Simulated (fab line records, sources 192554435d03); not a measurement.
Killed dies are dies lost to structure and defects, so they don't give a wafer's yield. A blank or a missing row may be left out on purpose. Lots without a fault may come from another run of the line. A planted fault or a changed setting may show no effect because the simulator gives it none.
Split-lot experiment | flow n5_finfet | 7 lots, 21 wafers read, on a route of 1938 steps

THE SPLIT
At N5_FIN_SAQP_ALD_61 (deposits SiO2, target thk 4 nm, pulse time 1 s, purge time 2 s), the setting ald_cycles was moved away from the recipe's 43 on 5 of the 21 wafers read, by -9.3% to +16.3%. The other wafers ran this setting at the recipe's value.

The reading is taken at the split's own step.

THE READING
SiO2_of_FIN_SAQP_ALD_61.thk_nm (the simulator's own value, which no gauge read), in nm, at N5_FIN_SAQP_ALD_61 (deposits SiO2, target thk 4 nm, pulse time 1 s, purge time 2 s). The file gives no usual value for it. The 16 wafers here that ran the recipe average 3.998 nm, standard deviation 0.016 nm.

wafer  | tool, chamber at the split | ald_cycles as run | against the recipe | SiO2_of_FIN_SAQP_ALD_61.thk_nm, nm | against lot-mates on the recipe
L080.1 | ald_sin-04, 1              | 43                | recipe             | 3.989                              | -
L080.6 | ald_sin-04, 1              | 43                | recipe             | 3.989                              | -
L080.3 | ald_sin-04, 3              | 43                | recipe             | 4.023                              | -
L082.2 | ald_sin-02, 3,2            | 50                | +16.3%             | 4.637                              | +0.634
L082.6 | ald_sin-02, 3,2            | 50                | +16.3%             | 4.637                              | +0.634
L082.4 | ald_sin-02, 2              | 43                | recipe             | 4.003                              | -
L083.2 | ald_sin-03, 3              | 43                | recipe             | 4.002                              | -
L083.3 | ald_sin-03, 2              | 43                | recipe             | 4.015                              | -
L083.5 | ald_sin-03, 1              | 43                | recipe             | 4                                  | -
L084.3 | ald_sin-03, 0              | 43                | recipe             | 3.98                               | -
L084.4 | ald_sin-03, 3              | 43                | recipe             | 3.988                              | -
L084.5 | ald_sin-03, 3              | 43                | recipe             | 4.01                               | -
L088.1 | ald_sin-02, 1              | 41                | -4.7%              | 3.793                              | -0.173
L088.3 | ald_sin-02, 0              | 41                | -4.7%              | 3.81                               | -0.156
L088.5 | ald_sin-02, 3              | 43                | recipe             | 3.966                              | -
L096.1 | ald_sin-02, 3              | 43                | recipe             | 3.973                              | -
L096.2 | ald_sin-02, 1              | 43                | recipe             | 3.99                               | -
L096.5 | ald_sin-02, 2              | 43                | recipe             | 4.027                              | -
L097.1 | ald_sin-04, 1              | 39                | -9.3%              | 3.623                              | -0.380
L097.4 | ald_sin-04, 2              | 43                | recipe             | 4.005                              | -
L097.6 | ald_sin-04, 0              | 43                | recipe             | 4.002                              | -
Where a row lists several chambers, the file gives one row for several wafers and doesn't say which wafer went through which chamber.

THE FIT
A straight line over all 21 wafers: SiO2_of_FIN_SAQP_ALD_61.thk_nm changes by +0.0396 nm for each +1% of ald_cycles; r = +1.00; the points scatter about the line by 0.016 nm.
The same after taking each lot's own level away (the mean of its wafers on the recipe; 21 wafers): +0.039 nm for each +1%; r = +1.00; scatter 0.014 nm.
On that fit, the largest move of ald_cycles shifts the reading by 0.63 nm.
The lots' own levels span 3.9660 to 4.0057 nm, that is 2.4 times the standard deviation above.
So the lot-to-lot level changes the slope little: the two slopes agree.
Check: with one of the wafers moved furthest among these (+16.3%) left out of the fit, the line predicts +0.635 nm for it against its lot-mates. It came out at +0.634 nm against them.

THE FILE'S OWN FIT
SiO2_of_FIN_SAQP_ALD_61.thk_nm changes by +0.0392 nm for each +1% of ald_cycles, r = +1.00.
